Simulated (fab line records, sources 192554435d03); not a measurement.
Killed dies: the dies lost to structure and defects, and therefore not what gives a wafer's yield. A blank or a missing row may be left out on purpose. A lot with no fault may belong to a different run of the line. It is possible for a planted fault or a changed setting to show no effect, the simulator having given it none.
Matching of chambers ; flow n5Finfet ; rieDiel-05 running N5_BEOL_M6_STRIP_36: 4 sister chambers
The step strips in N2/H2. 8 wafers are shown with their chamber, then 10 later ones without.

== WAFERS, EACH WITH ITS CHAMBER ==
wafer;chamber;drypumpMotorCurrentA (A);throttleValvePct (%)
L077.2;0;5.9;23.60
L079.6;0;5.9;23.59
L083.6;1;5.0;23.53
L087.1;1;5.0;23.56
L087.5;2;5.9;23.72
L087.6;3;6.2;23.28
L089.1;2;5.9;23.71
L089.3;3;6.1;23.34

== WAFERS WHOSE CHAMBER IS MISSING ==
wafer;drypumpMotorCurrentA (A);throttleValvePct (%)
L089.4;5.9;23.22
L088.1;5.9;23.25
L088.4;6.0;23.76
L088.5;5.9;23.23
L092.2;5.8;23.25
L092.4;5.8;23.23
L092.6;5.0;23.57
L096.1;5.9;23.76
L096.4;5.9;23.25
L096.6;6.0;23.73

== THE CHAMBER EACH PASSED THROUGH ==
wafer;from the rows above;in truth
L089.4;3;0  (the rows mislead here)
L088.1;3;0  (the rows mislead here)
L088.4;2;2
L088.5;3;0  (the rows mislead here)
L092.2;3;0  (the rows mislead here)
L092.4;3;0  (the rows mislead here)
L092.6;1;1
L096.1;2;2
L096.4;3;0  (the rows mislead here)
L096.6;2;2
4 of 10 placed correctly. Can't be placed from these rows: 0. 6 placed wrongly.
How it was worked out, from the rows above alone: a wafer's distance from a chamber is the root of the sum, over the readings, of the square of ((its reading less the chamber's mean) divided by the reading's scatter). The wafer belongs to the nearest chamber; if the next one is less than 2 further off, it can't be placed. For every chamber, the mean is computed from those of its wafers that are shown. The scatter is the square root of a quotient: the sum, over the shown wafers, of each reading's squared deviation from its chamber's mean, divided by wafers minus chambers.
